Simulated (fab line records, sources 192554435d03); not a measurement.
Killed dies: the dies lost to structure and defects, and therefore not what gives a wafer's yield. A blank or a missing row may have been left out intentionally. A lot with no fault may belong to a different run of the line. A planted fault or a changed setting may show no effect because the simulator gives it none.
Matching of chambers ; flow n5 finfet ; N5_BEOL_M13_ETCH_38 on rie diel-03 has 4 sister chambers
The step etches SiCN in CF4/N2, target depth 67.5 nm, time 71.9 s. 4 wafers are shown with their chamber, then 9 later ones without.

== WAFERS, EACH WITH ITS CHAMBER ==
wafer;chamber;drypump motor current A (A)
L091.3;3;6.4
L087.1;0;5.2
L087.2;1;5.9
L087.6;2;6.0

== WAFERS MISSING THEIR CHAMBER ==
wafer;drypump motor current A (A)
L093.1;6.4
L093.3;6.0
L093.6;5.2
L095.1;6.4
L095.3;5.2
L095.6;5.2
L096.1;6.5
L096.5;5.3
L096.6;5.9

== CHAMBER TAKEN BY EACH ==
wafer;from the rows above;in truth
L093.1;3;3
L093.3;2;2
L093.6;0;0
L095.1;3;3
L095.3;0;0
L095.6;0;0
L096.1;3;3
L096.5;0;0
L096.6;1;1
Placed correctly: 9 of 9. Can't be placed from these rows: 0. Number placed wrongly: 0.
How it was worked out, from the rows above alone: a wafer's distance from a chamber is the root of the sum, over the readings, of the square of ((its reading less the chamber's mean) divided by the reading's scatter). If the next closest chamber is less than 2 further off than the closest, the wafer can't be placed; otherwise it belongs to the closest. Each chamber's mean is taken over the wafers shown for it. The scatter: with one shown wafer a chamber, the root of the mean of the squares of how far each hidden wafer lies from its nearest shown one.
